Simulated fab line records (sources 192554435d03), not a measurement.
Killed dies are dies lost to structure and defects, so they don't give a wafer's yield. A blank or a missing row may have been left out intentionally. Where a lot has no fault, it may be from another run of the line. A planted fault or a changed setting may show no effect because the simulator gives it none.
Lot-split experiment :: flow n5_finfet :: 21 wafers read from 7 lots, route of 1938 steps

## ABOUT THE SPLIT
At N5_BEOL_M15_EXPOSE_25 (exposes mask M15, target cd 400 nm), the setting dose_mj was moved away from the recipe's 35.5 on 4 of the 21 wafers read, by -7.2% to -3.2%. All remaining wafers had this setting at the recipe value.

## FROM THE SPLIT TO THE READING: what the file shows between them, 3 steps
- N5_BEOL_M15_PEB_26: peb time 90 s
- N5_BEOL_M15_DEVELOP_27: develop time 45 s
- N5_BEOL_M15_HARDBAKE_32: time 120 s

## THE READING
At N5_BEOL_M15_CD_MEAS_28: cd_nm in nanometres, against a target cd of 407.6 nm. A value of 407.2 nm with a standard deviation of 1.8 nm is what fault-free wafers of this fab line usually give.

wafer: L074.3
tool, chamber at the split: krf_scanner-01, 0
dose_mj as run: 35.5
against the recipe: recipe
cd_nm, nm: 406.3
against lot-mates on the recipe: -

wafer: L074.5
tool, chamber at the split: krf_scanner-01, 0
dose_mj as run: 35.5
against the recipe: recipe
cd_nm, nm: 406.4
against lot-mates on the recipe: -

wafer: L074.6
tool, chamber at the split: krf_scanner-01, 0
dose_mj as run: 34.35
against the recipe: -3.2%
cd_nm, nm: 401.7
against lot-mates on the recipe: -4.7

wafer: L075.3
tool, chamber at the split: krf_scanner-02, 0
dose_mj as run: 35.5
against the recipe: recipe
cd_nm, nm: 409.0
against lot-mates on the recipe: -

wafer: L075.4
tool, chamber at the split: krf_scanner-02, 0
dose_mj as run: 35.5
against the recipe: recipe
cd_nm, nm: 405.5
against lot-mates on the recipe: -

wafer: L075.5
tool, chamber at the split: krf_scanner-02, 0
dose_mj as run: 35.5
against the recipe: recipe
cd_nm, nm: 408.8
against lot-mates on the recipe: -

wafer: L078.1
tool, chamber at the split: krf_scanner-02, 0
dose_mj as run: 35.5
against the recipe: recipe
cd_nm, nm: 408.3
against lot-mates on the recipe: -

wafer: L078.2
tool, chamber at the split: krf_scanner-02, 0
dose_mj as run: 35.5
against the recipe: recipe
cd_nm, nm: 406.2
against lot-mates on the recipe: -

wafer: L078.4
tool, chamber at the split: krf_scanner-02, 0
dose_mj as run: 35.5
against the recipe: recipe
cd_nm, nm: 407.0
against lot-mates on the recipe: -

wafer: L077.2
tool, chamber at the split: krf_scanner-02, 0
dose_mj as run: 33.88
against the recipe: -4.6%
cd_nm, nm: 403.1
against lot-mates on the recipe: -6.9

wafer: L077.3
tool, chamber at the split: krf_scanner-02, 0
dose_mj as run: 33.88
against the recipe: -4.6%
cd_nm, nm: 401.4
against lot-mates on the recipe: -8.6

wafer: L077.5
tool, chamber at the split: krf_scanner-02, 0
dose_mj as run: 35.5
against the recipe: recipe
cd_nm, nm: 410.0
against lot-mates on the recipe: -

wafer: L088.1
tool, chamber at the split: krf_scanner-02, 0
dose_mj as run: 35.5
against the recipe: recipe
cd_nm, nm: 409.9
against lot-mates on the recipe: -

wafer: L088.2
tool, chamber at the split: krf_scanner-02, 0
dose_mj as run: 35.5
against the recipe: recipe
cd_nm, nm: 409.1
against lot-mates on the recipe: -

wafer: L088.3
tool, chamber at the split: krf_scanner-02, 0
dose_mj as run: 35.5
against the recipe: recipe
cd_nm, nm: 407.6
against lot-mates on the recipe: -

wafer: L090.2
tool, chamber at the split: krf_scanner-01, 0
dose_mj as run: 35.5
against the recipe: recipe
cd_nm, nm: 408.4
against lot-mates on the recipe: -

wafer: L090.3
tool, chamber at the split: krf_scanner-01, 0
dose_mj as run: 32.94
against the recipe: -7.2%
cd_nm, nm: 395.9
against lot-mates on the recipe: -11.4

wafer: L090.4
tool, chamber at the split: krf_scanner-01, 0
dose_mj as run: 35.5
against the recipe: recipe
cd_nm, nm: 406.1
against lot-mates on the recipe: -

wafer: L094.3
tool, chamber at the split: krf_scanner-01, 0
dose_mj as run: 35.5
against the recipe: recipe
cd_nm, nm: 406.3
against lot-mates on the recipe: -

wafer: L094.5
tool, chamber at the split: krf_scanner-01, 0
dose_mj as run: 35.5
against the recipe: recipe
cd_nm, nm: 406.4
against lot-mates on the recipe: -

wafer: L094.6
tool, chamber at the split: krf_scanner-01, 0
dose_mj as run: 35.5
against the recipe: recipe
cd_nm, nm: 403.3
against lot-mates on the recipe: -

FIT RESULTS
A straight line over all 21 wafers: cd_nm changes by +1.42 nm for each +1% of dose_mj; r = +0.86; the points scatter about the line by 1.7 nm.
The same after taking each lot's own level away (the mean of its wafers on the recipe; 21 wafers): +1.61 nm for each +1%; r = +0.95; scatter 1.1 nm.
That fit puts the effect of the largest move of dose_mj on the reading at 12 nm.
The span of the lots' own levels, 405.33 to 410.00 nm, comes to 2.6 times the standard deviation stated above.
Hence the slope depends on the lot-to-lot level, as the two fits are not the same.
Check: -11.9 nm against its lot-mates is what the line predicts for one of the wafers moved furthest among these (-7.2%) when that wafer is left out of the fit. Against them it came out at -11.4 nm.

## THESE WAFERS: OTHER SPLITS
Before the reading, these wafers also passed through other splits. Each is held against what the fit with the lots' levels taken away leaves over:
other split on the same wafers: N5_BEOL_M14_PEB_08 peb_time_s
wafers away from the commonest value: 7
r with cd_nm (lot level and that fit taken away): -0.25

## THE WHOLE CHAIN: every reading that the file lists as answering this split, in the file's order
step: N5_BEOL_M15_CD_MEAS_28
what it does: target cd 407.6 nm
reading: cd_nm
change (the file's fit): +1.59 nm for each +1% of the setting
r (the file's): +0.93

step: N5_BEOL_M15_DESCUM_33
what it does: chemistry O2, time 7.9 s
reading: BEOL_M15.cd_nm (the simulator's own value, which no gauge read)
change (the file's fit): +1.55 nm for each +1% of the setting
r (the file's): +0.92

step: N5_BEOL_M15_ETCH_61
what it does: etches BARC in N2/H2, target depth 89 nm, overetch 26.7 nm, time 67.9 s
reading: BEOL_M15.cd_nm (the simulator's own value, which no gauge read)
change (the file's fit): +1.4 nm for each +1% of the setting
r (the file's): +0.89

step: N5_BEOL_M15_TRENCH_ETCH_34
what it does: etches SiO2 in C4F8/O2/Ar, target depth 872.93 nm, time 199 s
reading: BEOL_M15.cd_nm (the simulator's own value, which no gauge read)
change (the file's fit): +1.33 nm for each +1% of the setting
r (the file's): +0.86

## THE FILE'S OWN FIT
cd_nm changes by +1.59 nm for each +1% of dose_mj, r = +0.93.
